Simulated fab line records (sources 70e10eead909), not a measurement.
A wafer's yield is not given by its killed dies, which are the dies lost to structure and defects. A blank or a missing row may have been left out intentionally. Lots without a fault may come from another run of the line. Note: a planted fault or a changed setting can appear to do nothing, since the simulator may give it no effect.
A struck lot beside a sound one / flow nand_harc / 19 out of 1159 route steps
Sound: wafers L309.2, L309.5, L309.6. Struck: wafers L323.3, L323.5 (left out: L323.6, a lot-mate that was not struck); the cause follows at the end.
Each step with rows lists, per side, the tool, then ch with its chambers, then its first start. Under that, the readings that differ: sound wafers / struck wafers / difference of the means / sigmas: that difference in standard deviations of wafers without a fault.
alike: readings whose means differ by less than 2 such deviations, and words and numbers that are the same on both sides. not compared: withheld readings, readings that some wafer has no value for, bounds like >300 that may hide the same value, and numbers for which the record gives no deviation and whose values overlap.
A row with sigmas, a row that says differs or no value, or rows on one side alone: a step with any of these is where the two part. Non-overlapping numbers with no deviation appear without sigmas and do not part them. Lack of a reading on every wafer of one side parts them only where that side has two or more wafers.

first, 4 steps without rows for these wafers: NHARC_A_BONDPAD_HARDBAKE_10 (time 65 s); NHARC_A_BONDPAD_DESCUM_11 (chemistry O2, time 3 s); NHARC_A_BONDPAD_ETCH_34 (etches the open film in N2/H2, target depth 60 nm, overetch 18 nm, time 65.91 s); NHARC_A_BONDPAD_ETCH_12 (etches the open film in CHF3/O2, target depth 220 nm, time 110 s).
NHARC_A_BONDPAD_CD_MEAS_13:
  struck on cd_sem-01, day 23 12:27; sound on cd_sem-03, day 19 18:35
  alike: cd_nm
then, 1 step without rows for these wafers: NHARC_A_BONDPAD_STRIP_15 (strips in O2).
NHARC_A_BONDPAD_ETCH_24: etches the open film in CF4/N2, target depth 30 nm, time 72.99 s.
  sound on rie_diel-03 ch 0,1,2; struck on rie_diel-03 ch 0
  alike: cf4_flow_sccm, drypump_motor_current_A, n2_flow_sccm, oes_product_au, rf_vpp_V, showerhead_plenum_p_Torr, throttle_valve_pct
  not compared: rf_hours_counter_h
then, 1 step without rows for these wafers: NHARC_A_BONDPAD_STRIP_16 (strips in post etch residue remover, time 600 s).
NHARC_A_BONDPAD_DEGAS_25: time 60 s.
  struck on pvd_sputter-01, day 23 13:05; sound on pvd_sputter-03, day 19 19:14
  alike: heater_power_w
NHARC_A_BONDPAD_PRE_CLEAN_26: time 30 s.
  sound on pvd_sputter-03; struck on pvd_sputter-01
  alike: heater_power_w
then, 2 steps without rows for these wafers: NHARC_A_BONDPAD_PVD_17 (deposits TaN, target thk 5 nm, time 8.06 s); NHARC_A_BONDPAD_PVD_27 (deposits Cu, target thk 30 nm, time 20.49 s).
NHARC_A_BONDPAD_ECD_18: material Cu, target thk 400 nm.
  sound on ecd_cu-02 ch 0,1, day 19 19:38; struck on ecd_cu-01 ch 0,1, day 23 13:36
NHARC_A_BONDPAD_ANNEAL_28: time 90 s.
  sound on rtp_anneal-01 ch 0, day 19 20:01; struck on rtp_anneal-02 ch 0, day 23 13:58
  alike: wafer_temp_C_max
then, 1 step without rows for these wafers: NHARC_A_BONDPAD_CMP_19 (polishes, t overpolish 30 s, cu recess touch 16 s, target thk 169.8 nm).
NHARC_A_BONDPAD_THK_MEAS_20: measures by xrf.
  struck on film_metro-02, day 23 14:31; sound on film_metro-02, day 19 20:38
reading=thk_nm (nm); sound=167.8 170.1 166.6; struck=171.4 171.8; difference=+3.4; sigmas=+2
then, 1 step without rows for these wafers: NHARC_A_BONDPAD_SRD_21 (time 30 s, dry time 20 s).
NHARC_HYBRID_BOND_ACTIVATE_00: chemistry N2, time 60 s.
  sound on rie_diel-08 ch 2,3, day 19 20:53; struck on rie_diel-08 ch 0, day 23 18:27
reading=hold; sound=- - -; struck=await_dispo/3.4h/release await_dispo/3.4h/release; difference=no value on the sound wafers; sigmas=
reading=showerhead_plenum_p_Torr (Torr); sound=1.64 1.64 1.72; struck=1.89 1.89; difference=+0.22; sigmas=+2
  alike: drypump_motor_current_A, n2_flow_sccm, oes_product_au, rf_vpp_V
  not compared: rf_hours_counter_h
-- record jumps: 2 days between struck wafers' starts before vs after; left off in module HYBRID_BOND, resumes in module END, first step shown is number 1159 of the route --
NHARC_END_SORT_01:
  the record has rows for the struck wafers here (prober-02 ch 0, day 26 04:18) and none for the sound ones

== WHERE THEY PART ==
Last at NHARC_END_SORT_01 as far as this record goes, first at NHARC_A_BONDPAD_THK_MEAS_20.

WHY: whatever the simulator had introduced
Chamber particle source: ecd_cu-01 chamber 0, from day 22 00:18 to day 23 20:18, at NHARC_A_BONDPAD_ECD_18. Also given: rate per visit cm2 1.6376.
